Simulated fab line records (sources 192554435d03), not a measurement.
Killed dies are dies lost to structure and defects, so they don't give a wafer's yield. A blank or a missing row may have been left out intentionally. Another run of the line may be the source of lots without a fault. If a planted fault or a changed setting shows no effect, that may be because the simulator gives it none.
Matching of chambers    flow n5 finfet    N5_BEOL_M8_CURE_74 on uv cure-03 has 3 sister chambers
The step cures SiCOH lowk, time 240 s. 22 wafers are shown with their chamber, then 11 later ones without.

EACH WAFER AND ITS CHAMBER
wafer   chamber  wafer_temp_C_max  lamp power pct (%)
L075.2  0        386.1             52.30
L075.5  0        386.3             52.31
L075.6  0        386.2             52.31
L077.1  0        386.3             52.29
L077.4  0        386.1             52.36
L077.5  0        386.6             52.20
L076.1  1        386.2             52.29
L076.2  1        386.7             52.28
L076.4  1        385.7             52.34
L079.1  1        386.7             52.32
L079.3  1        386.6             52.32
L079.4  1        386.5             52.30
L079.2  1        386.1             52.35
L079.5  1        386.8             52.33
L079.6  1        386.7             52.35
L082.2  1        386.6             52.31
L082.4  1        386.7             52.34
L082.5  1        386.3             52.43
L083.1  2        387.2             52.25
L083.4  2        386.5             52.36
L083.5  2        386.3             52.27
L085.2  0        386.5             52.35

SIGNATURES, as means of the wafers listed above
reading           chamber 0  chamber 1  chamber 2  scatter within a chamber
wafer_temp_C_max  386.300    386.467    386.667    0.312
lamp power pct    52.3029    52.3300    52.2933    0.0458
Rule: distance of a wafer from a chamber = root of the sum over the readings of ((wafer's reading minus chamber's mean) / reading's scatter) squared. The wafer belongs to the nearest chamber; if the next one is less than 2 further off, it can't be placed. The scatter: take each reading less its chamber's mean, square it, sum over the shown wafers, divide by the number of wafers less the number of chambers, and take the root.

WAFERS WHOSE CHAMBER IS MISSING
wafer   wafer_temp_C_max  lamp power pct (%)
L085.3  386.4             52.31
L085.4  386.6             52.35
L086.1  386.9             52.17
L086.3  386.9             52.22
L086.5  387.1             52.42
L090.2  386.4             52.34
L090.3  386.9             52.30
L090.5  386.7             52.23
L097.3  386.3             52.36
L097.5  385.9             52.26
L097.6  385.9             52.28

THE CHAMBER EACH PASSED THROUGH
wafer   from the rows above           in truth
L085.3  can't be placed: 0 or 1 or 2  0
L085.4  can't be placed: 1 or 2 or 0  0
L086.1  can't be placed: 2 or 0 or 1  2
L086.3  can't be placed: 2 or 0 or 1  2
L086.5  can't be placed: 1 or 2 or 0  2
L090.2  can't be placed: 1 or 0 or 2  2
L090.3  can't be placed: 2 or 1 or 0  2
L090.5  can't be placed: 2 or 0 or 1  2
L097.3  can't be placed: 1 or 0 or 2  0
L097.5  can't be placed: 0 or 1 or 2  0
L097.6  can't be placed: 0 or 1 or 2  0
Correctly placed: 0 of 11. Not placeable from these rows: 11 (in 11, the candidates include the true chamber). 0 placed wrongly.
